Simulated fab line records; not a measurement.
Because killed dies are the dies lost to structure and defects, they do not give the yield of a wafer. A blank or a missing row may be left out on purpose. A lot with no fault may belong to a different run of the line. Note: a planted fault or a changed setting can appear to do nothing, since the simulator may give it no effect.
Which tool is to blame? | flow n5-finfet | 11 lots with 32 wafers sampled at 3 steps, on a route of 1938 steps

== WHAT EACH GAUGE READ, for each wafer ==
N5_BEOL_M13_THK_MEAS_50: measures by xrf.
lot  | measured     | on            | M13_THK (nm)
L460 | day 11 06:37 | film-metro-02 | 432 430 418
L461 | day 11 07:29 | film-metro-02 | 432 430 426
L462 | day 11 10:09 | film-metro-02 | 432 439 436
L464 | day 11 22:58 | film-metro-01 | 410 417 412
L467 | day 12 12:43 | film-metro-01 | 430 406 424
L472 | day 13 19:16 | film-metro-02 | 413 421
L474 | day 14 01:10 | film-metro-01 | 416 417 417
L475 | day 14 08:55 | film-metro-02 | 432 420 442
L478 | day 16 06:52 | film-metro-02 | 434 420 417
L483 | day 16 19:02 | film-metro-01 | 430 423 414
L482 | day 17 20:02 | film-metro-02 | 415 421 409

== WHAT TOOL EACH LOT RAN ON (gives the tool, then ch and the chambers of the sampled wafers, and finally the start) ==
lot  | N5_BEOL_M13_ETCH_38                | N5_BEOL_M13_SPUTTER_45
L460 | rie-diel-04 ch 0,3, day 11 02:53   | pvd-sputter-01, day 11 05:44
L461 | rie-diel-06 ch 1,2, day 11 06:02   | pvd-sputter-01, day 11 06:37
L462 | rie-diel-02 ch 0,1,3, day 11 08:05 | pvd-sputter-03, day 11 09:17
L464 | rie-diel-04 ch 0,1,3, day 11 21:14 | pvd-sputter-03, day 11 22:05
L467 | rie-diel-02 ch 0,1,3, day 12 09:23 | pvd-sputter-02, day 12 09:52
L472 | rie-diel-04 ch 1, day 13 17:37     | pvd-sputter-01, day 13 18:23
L474 | rie-diel-06 ch 0,1,2, day 13 23:46 | pvd-sputter-02, day 14 00:18
L475 | rie-diel-02 ch 0,1,2, day 14 07:05 | pvd-sputter-02, day 14 07:41
L478 | rie-diel-02 ch 0,1,3, day 16 05:17 | pvd-sputter-02, day 16 05:59
L483 | rie-diel-06 ch 1,2, day 16 17:17   | pvd-sputter-03, day 16 18:10
L482 | rie-diel-04 ch 0,1,3, day 17 18:35 | pvd-sputter-02, day 17 19:04
- N5_BEOL_M13_ETCH_38: etches SiCN in CF4/N2, target depth 67.5 nm, time 71.9 s.
- N5_BEOL_M13_SPUTTER_45: material Cu, target thk 80 nm, time 13.33 s.

== AS READ BY THE TOOLS THEMSELVES (means over the sampled wafers that have a number; for cases with no such wafer, the mark the record gives instead) ==
N5_BEOL_M13_ETCH_38.
lot  | tool        | drypump-motor-current-A (A) | oes-product-au (a.u.) | rf-vpp-V (V) | showerhead-plenum-p-Torr (Torr) | throttle-valve-pct (%)
L460 | rie-diel-04 | 5.6                         | 0.71                  | 383.8        | 2.25                            | 15.47
L461 | rie-diel-06 | 5.8                         | 0.81                  | 381.0        | 2.17                            | 15.48
L462 | rie-diel-02 | 5.6                         | 0.86                  | 383.7        | 2.23                            | 15.44
L464 | rie-diel-04 | 5.8                         | 0.73                  | 382.7        | 2.20                            | 15.40
L467 | rie-diel-02 | 5.6                         | 0.84                  | 382.5        | 2.23                            | 15.44
L472 | rie-diel-04 | 5.8                         | 0.76                  | 380.5        | 2.12                            | 15.29
L474 | rie-diel-06 | 5.5                         | 0.83                  | 382.0        | 2.20                            | 15.37
L475 | rie-diel-02 | 5.7                         | 0.79                  | 382.1        | 2.21                            | 15.56
L478 | rie-diel-02 | 5.6                         | 0.81                  | 381.8        | 2.22                            | 15.51
L483 | rie-diel-06 | 5.6                         | 0.73                  | 380.7        | 2.17                            | 15.60
L482 | rie-diel-04 | 5.7                         | 0.78                  | 381.6        | 2.18                            | 15.32

N5_BEOL_M13_SPUTTER_45.
lot  | tool           | chamber-pressure-pa (Pa) | throttle-valve-pct (%)
L460 | pvd-sputter-01 | 0.13                     | 29.5
L461 | pvd-sputter-01 | 0.13                     | 29.8
L462 | pvd-sputter-03 | 0.13                     | 30.5
L464 | pvd-sputter-03 | 0.13                     | 29.6
L467 | pvd-sputter-02 | 0.13                     | 29.9
L472 | pvd-sputter-01 | 0.13                     | 28.9
L474 | pvd-sputter-02 | 0.13                     | 30.7
L475 | pvd-sputter-02 | 0.13                     | 30.8
L478 | pvd-sputter-02 | 0.13                     | 30.5
L483 | pvd-sputter-03 | 0.13                     | 29.1
L482 | pvd-sputter-02 | 0.13                     | 30.6

== THE ANSWER, worked out from the rows above alone ==
Rule: usual is defined by the lots themselves. The widest of any qualifying gaps counts: lots, ordered by their means at a reading, are off when they make up no more than a third of the lots, leave a main group of 4 or more, and stand apart from it by 3 or more times the standard deviation of that group's means. If all means in a main group match to the digits the tables above print for the reading, that group is not used. A lot without any number at a reading at which 4 lots or more have one is off too. The other lots that the step has rows for count as sound. First the gauges in route order, then the tools' own readings, where a lot's mean is used as printed above. At the first step where some lot is off, the reading lying furthest off is the one used; lots without a number count as furthest.
Nothing can be told from this: no lot is off at any reading shown.

== WHAT HAD BEEN PUT IN BY THE SIMULATOR ==
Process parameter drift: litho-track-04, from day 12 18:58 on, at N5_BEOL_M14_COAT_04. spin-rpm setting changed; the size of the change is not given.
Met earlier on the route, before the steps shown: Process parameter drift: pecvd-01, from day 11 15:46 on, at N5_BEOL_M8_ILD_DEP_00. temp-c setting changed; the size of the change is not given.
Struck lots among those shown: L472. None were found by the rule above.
